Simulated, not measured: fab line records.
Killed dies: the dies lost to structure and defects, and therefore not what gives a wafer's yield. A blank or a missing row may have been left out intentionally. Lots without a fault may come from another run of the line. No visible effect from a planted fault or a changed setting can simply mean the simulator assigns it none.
8D (eight disciplines) problem report, filled in by code / flow n5 finfet / the parts of the form that need people (team, actions taken, sign-off) are left out

1. WHAT WENT WRONG
head pressure psi at N5_HKMG_FIN_CMP_94 reads a mean of 3.729 psi on 6 wafers of 2 lots; wafers without a fault read 4.000 psi with a standard deviation of 0.0088. Relative to the usual mean, that is a shift of -31 standard deviations.
The step: polishes, stops on SiNx, t overpolish 4.7 s, target thk 43.299 nm.
Earliest sighting: wafer L959.3 on cmp-03 at day 9 04:35. The record holds 33 wafers of 11 lots with a number at this step. The rule behind "out" and "out of limits": a value lying over 4 standard deviations away from the usual mean. The other wafers with a number count as sound.

2. WHAT IT IS, WHAT IT ISN'T
question=which readings at this step | is=head pressure psi | is not=motor current A
question=which lots | is=L959, L962 | is not=L943, L944, L945, L946, L948, L950, L953, L963, L964
question=which wafers of those lots | is=all that have a number | is not=-
question=read on which tools | is=cmp-03 | is not=cmp-01, cmp-02
question=when | is=from day 9 04:35 | is not=up to then (21 sound wafers); but 6 sound wafers of L963, L964 came after

3. THE SUSPECTS, EACH WITH WHAT RULES IT OUT
Counting: a tool stays on the suspect list if, at a process step up to the reading, it processed all lots that are out and no sound lot following the first of them.
- ald metal-01 at N5_HKMG_FIN_ALD_71 (deposits TiN, target thk 1 nm, pulse time 1 s, purge time 3 s): kept. Every lot that is out went through it, starting with L959 (day 9 02:29), and after that it ran no sound lot; the last sound lot it ran before then is L950 (day 6 11:33).
- rie diel-02 at N5_HKMG_FIN_ETCH_67 (etches SOC in N2/H2, stops on TiN, target depth 388.9 nm): kept. Every lot that is out went through it, starting with L959 (day 9 02:49), and after that it ran no sound lot; the last sound lot it ran before then is L950 (day 6 11:53).
- cmp-03 at N5_HKMG_FIN_CMP_94 (polishes, stops on SiNx, t overpolish 4.7 s, target thk 43.299 nm): kept. Every lot that is out went through it, starting with L959 (day 9 04:35), and after that it ran no sound lot; the last sound lot it ran before then is L948 (day 6 00:33). Out on those wafers are its own readings of head pressure psi.
After the count, these remain: ald metal-01 at N5_HKMG_FIN_ALD_71, rie diel-02 at N5_HKMG_FIN_ETCH_67 and cmp-03 at N5_HKMG_FIN_CMP_94.

4. THE CAUSE (what the simulator had put in)
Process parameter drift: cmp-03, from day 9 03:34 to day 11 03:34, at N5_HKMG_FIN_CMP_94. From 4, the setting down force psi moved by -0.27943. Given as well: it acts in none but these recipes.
Counting left 3 suspects, and this tool is among them.

5. SEQUENCE OF EFFECTS, ordered by route
Each row: a reading whose mean over the struck wafers that have a number lies more than 3 standard deviations from the usual. Scope: only readings with a usual standard deviation given in the record; hours: median across lots of the time from each lot's start at the first step in this table that gives one to its start at this step; sigmas: change in usual standard deviations.
hours=0; step=N5_HKMG_FIN_CMP_94; reading=head pressure psi; usual=4.000 psi; on struck wafers=3.729; change=-0.271; sigmas=-31
Process steps it contains:
- N5_HKMG_FIN_CMP_94: polishes, stops on SiNx, t overpolish 4.7 s, target thk 43.299 nm.

6. WHAT WOULD HAVE CAUGHT IT SOONER
In this record the first reading out of limits was taken at day 9 04:35, 1 hour after the fault began at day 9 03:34.
